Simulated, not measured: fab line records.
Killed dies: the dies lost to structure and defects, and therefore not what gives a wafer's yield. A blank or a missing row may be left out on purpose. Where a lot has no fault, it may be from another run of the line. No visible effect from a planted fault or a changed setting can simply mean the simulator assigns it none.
Which tool is to blame?	flow n5 finfet	Sampling: 10 lots, 30 wafers, 5 of 1938 route steps

== WHAT THE GAUGES SHOWED, per wafer ==
N5_MOL_CONTACT_COAG_THK_MEAS_29. Usual: MD_CAP_THK gives 17.95 nm (standard deviation 0.086).
lot	measured	on	MD_CAP_THK (nm)	flag
L449	day 5 09:55	film metro-02	18.01 18.07 18.08	
L450	day 5 14:53	film metro-01	17.93 17.92 18.01	
L454	day 6 08:35	film metro-02	17.90 18.05 17.96	
L455	day 6 16:29	film metro-02	18.12 18.03 17.93	
L462	day 8 13:04	film metro-01	17.94 18.05 17.94	
L464	day 8 22:54	film metro-01	17.79 17.86 17.89	
L466	day 9 11:38	film metro-02	18.00 17.76 17.98	
L467	day 9 18:10	film metro-01	17.93 18.02 17.98	
L469	day 10 02:10	film metro-01	17.83 17.81 17.81	
L471	day 10 11:02	film metro-02	17.96 17.93 17.82	

N5_BEOL_M4_RC_MEAS_101. Usual: DIBL_N 36.9 mV/V, standard deviation 1.7; DIBL_P 36.7 mV/V, standard deviation 2.1; IOFF_N 0.17 nA/um, standard deviation 0.032; IOFF_P 0.22 nA/um, standard deviation 0.036; ION_N 674 uA/um, standard deviation 12; ION_P 461 uA/um, standard deviation 7; SS_N 71.7 mV/dec, standard deviation 0.6; SS_P 73.4 mV/dec, standard deviation 0.67; VT_N 249 mV, standard deviation 3.1; VT_P -250 mV, standard deviation 3.2.
lot	measured	on	DIBL_N (mV/V)	DIBL_P (mV/V)	IOFF_N (nA/um)	IOFF_P (nA/um)	ION_N (uA/um)	ION_P (uA/um)	SS_N (mV/dec)	SS_P (mV/dec)	VT_N (mV)	VT_P (mV)	flag
L449	day 8 01:31	prober-01	35.5 36.4 35.7	35.5 36.6 34.9	0.14 0.15 0.14	0.18 0.20 0.18	657 674 666	448 464 456	71.7 71.3 70.9	72.8 73.2 73.1	253 254 250	-254 -251 -251	
L450	day 9 00:19	prober-02	37.7 36.5 36.5	37.5 35.6 36.0	0.18 0.16 0.16	0.22 0.19 0.19	674 666 676	463 456 453	71.6 71.3 71.7	73.8 73.2 73.5	250 250 250	-249 -252 -252	
L454	day 9 05:38	prober-02	38.0 35.7 37.3	40.4 36.3 39.3	0.20 0.16 0.18	0.27 0.20 0.26	687 670 671	469 464 463	72.1 71.7 72.3	73.6 72.8 73.7	244 248 248	-246 -251 -248	
L455	day 9 04:58	prober-01	38.8 36.9 37.5	41.7 38.2 38.4	0.23 0.18 0.19	0.27 0.21 0.21	694 676 683	468 452 456	72.2 71.8 71.6	74.3 73.9 74.3	245 250 248	-251 -252 -254	
L462	day 11 09:40	prober-02	34.9 35.7 36.9	35.1 34.9 37.2	0.13 0.14 0.17	0.16 0.16 0.19	673 672 686	455 454 459	70.6 71.3 71.6	73.0 73.2 74.1	251 253 250	-256 -256 -251	
L464	day 11 17:23	prober-01	37.3 37.9 37.8	36.8 35.9 35.7	0.18 0.20 0.18	0.24 0.23 0.22	676 685 681	465 468 466	71.6 71.9 71.8	73.5 73.4 72.5	246 246 247	-248 -250 -250	
L466	day 12 06:56	prober-02	38.5 35.0 32.8	38.0 34.8 32.0	0.19 0.13 0.11	0.24 0.20 0.16	676 654 660	466 458 455	71.9 71.2 70.6	73.7 72.8 72.6	248 252 253	-249 -252 -255	
L467	day 12 15:16	prober-02	36.3 34.8 37.2	35.0 33.8 35.8	0.17 0.13 0.18	0.26 0.23 0.26	681 668 681	470 469 471	71.5 71.8 71.3	72.7 72.6 73.8	247 254 247	-245 -245 -245	
L469	day 13 01:27	prober-01	35.4 37.0 35.2	37.3 37.7 37.1	0.16 0.17 0.15	0.21 0.22 0.21	681 682 682	464 465 461	71.1 70.8 71.0	73.6 73.7 73.0	248 248 250	-250 -249 -249	
L471	day 13 07:12	prober-02	37.5 38.9 35.0	38.7 40.3 35.1	0.20 0.23 0.14	0.28 0.30 0.22	681 696 660	473 471 468	72.4 72.0 71.2	74.4 74.2 73.2	244 245 251	-247 -243 -249	

== EACH LOT AND THE TOOL THAT RAN IT (in order: tool; ch and the chambers of the sampled wafers; start) ==
lot	N5_MOL_CONTACT_COAG_SPUTTER_143	N5_MOL_CONTACT_COAG_CO_FILL_22	N5_MOL_CONTACT_COAG_ALD_123
L449	pvd sputter-01, day 5 03:08	cvd co-02 ch 0,1,2, day 5 03:16	ald sin-02 ch 0,2,3, day 5 09:58
L450	pvd sputter-03, day 5 09:07	cvd co-01 ch 0,1, day 5 09:14	ald sin-02 ch 0,2,3, day 5 14:55
L454	pvd sputter-02, day 6 03:12	cvd co-02 ch 0,1,2, day 6 03:19	ald sin-03 ch 0,1,2, day 6 08:37
L455	pvd sputter-02, day 6 08:52	cvd co-02 ch 0,2, day 6 08:59	ald sin-02 ch 2,3, day 6 16:31
L462	pvd sputter-02, day 8 08:25	cvd co-02 ch 0,1, day 8 08:33	ald sin-01 ch 0,2,3, day 8 13:06
L464	pvd sputter-02, day 8 16:12	cvd co-01 ch 0,1,2, day 8 16:20	ald sin-01 ch 2,3, day 8 23:45
L466	pvd sputter-02, day 9 05:28	cvd co-01 ch 0,2, day 9 05:35	ald sin-02 ch 0,1,2, day 9 11:41
L467	pvd sputter-03, day 9 11:50	cvd co-01 ch 0,2, day 9 11:58	ald sin-01 ch 0,1, day 9 18:54
L469	pvd sputter-03, day 9 21:16	cvd co-01 ch 0,1,2, day 9 21:41	ald sin-01 ch 0,3, day 10 02:12
L471	pvd sputter-03, day 10 05:58	cvd co-01 ch 0,1, day 10 06:05	ald sin-02 ch 0,2,3, day 10 11:04
- N5_MOL_CONTACT_COAG_SPUTTER_143: material Co, target thk 2.5 nm.
- N5_MOL_CONTACT_COAG_CO_FILL_22: material Co, precursor CCTBA/H2, target thk 20 nm.
- N5_MOL_CONTACT_COAG_ALD_123: deposits SiNx, target thk 5 nm, pulse time 1 s, purge time 2 s.

== WHAT THE TOOLS THEMSELVES READ (means of the sampled wafers that have a number; where no wafer has one, the mark that the record gives instead) ==
N5_MOL_CONTACT_COAG_SPUTTER_143. Usual: 29.7 % for throttle valve pct, sd 0.99.
lot	tool	throttle valve pct (%)	flag
L449	pvd sputter-01	29.3	
L450	pvd sputter-03	29.0	
L454	pvd sputter-02	29.6	
L455	pvd sputter-02	30.0	
L462	pvd sputter-02	29.0	
L464	pvd sputter-02	29.7	
L466	pvd sputter-02	29.7	
L467	pvd sputter-03	30.8	
L469	pvd sputter-03	29.9	
L471	pvd sputter-03	30.1	

N5_MOL_CONTACT_COAG_CO_FILL_22. Usual: 233 W for heater power w, sd 31.
lot	tool	heater power w (W)	flag
L449	cvd co-02	230	
L450	cvd co-01	260	
L454	cvd co-02	233	
L455	cvd co-02	242	
L462	cvd co-02	243	
L464	cvd co-01	233	
L466	cvd co-01	263	
L467	cvd co-01	264	
L469	cvd co-01	236	
L471	cvd co-01	263	

N5_MOL_CONTACT_COAG_ALD_123. Usual: heater power w 852 W, standard deviation 88; precursor pulse height rel 1.003, standard deviation 0.019.
lot	tool	heater power w (W)	precursor pulse height rel	flag
L449	ald sin-02	800	1.005	
L450	ald sin-02	784	1.018	
L454	ald sin-03	907	1.017	
L455	ald sin-02	742	1.025	
L462	ald sin-01	895	1.010	
L464	ald sin-01	933	1.007	
L466	ald sin-02	793	1.004	
L467	ald sin-01	816	1.005	
L469	ald sin-01	782	1.017	
L471	ald sin-02	789	0.984	

== THE ANSWER, worked out from the rows above alone ==
Rule: a lot is off if the mean of its wafers that have a number lies more than 3 standard deviations from the usual mean. Also off: a lot with no number at a reading for which 4 or more lots have one. All remaining lots with rows at the step are treated as sound. Order of review: gauges by route order, followed by the tools' own readings, for which a lot's mean as printed above is used. At the first step where some lot is off, the reading lying furthest off is the one used; lots without a number count as furthest.
No lot is off at any reading shown: from this, nothing can be told.

== WHAT THE SIMULATOR PUT IN ==
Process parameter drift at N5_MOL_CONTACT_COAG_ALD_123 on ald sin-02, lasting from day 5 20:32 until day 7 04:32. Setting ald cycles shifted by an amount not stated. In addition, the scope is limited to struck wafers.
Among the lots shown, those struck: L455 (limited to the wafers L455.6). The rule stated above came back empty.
